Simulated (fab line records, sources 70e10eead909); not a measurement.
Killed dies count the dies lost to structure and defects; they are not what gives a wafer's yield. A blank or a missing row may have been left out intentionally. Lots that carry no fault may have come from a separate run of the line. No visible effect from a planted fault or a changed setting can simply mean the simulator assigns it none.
Matching of chambers    flow nand-harc    pecvd-03 running NHARC_A_STAIRCASE_DEP_325: 3 sister chambers
The step deposits SiO2, target thk 3800 nm. 3 wafers are shown with their chamber, then 9 later ones without.

EACH WAFER AND ITS CHAMBER
wafer   chamber  heater-power-w (W)
L084.6  0        530
L087.4  2        738
L087.6  1        615

WAFERS WITH NO CHAMBER GIVEN
wafer   heater-power-w (W)
L091.1  884
L091.3  734
L091.6  602
L095.1  853
L095.5  614
L095.6  536
L096.3  748
L096.4  616
L096.6  547

THE CHAMBER EACH PASSED THROUGH
wafer   from the rows above           in truth
L091.1  can't be placed: 2 or 1       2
L091.3  can't be placed: 2 or 1       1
L091.6  can't be placed: 1 or 0 or 2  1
L095.1  can't be placed: 2 or 1       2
L095.5  can't be placed: 1 or 0 or 2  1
L095.6  can't be placed: 0 or 1       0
L096.3  can't be placed: 2 or 1       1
L096.4  can't be placed: 1 or 0 or 2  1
L096.6  can't be placed: 0 or 1       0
Placed correctly: 0 of 9. Cannot be placed on the basis of these rows: 9; the candidates contain the true chamber in 9. Wrongly placed: 0.
How it was worked out, from the rows above alone: a wafer's distance from a chamber is the root of the sum, over the readings, of the square of ((its reading less the chamber's mean) divided by the reading's scatter). The wafer belongs to the nearest chamber; if the next one is less than 2 further off, it can't be placed. For every chamber, the mean is computed from those of its wafers that are shown. The scatter: root of mean squared gap, hidden wafer to nearest shown wafer, with one shown wafer a chamber.
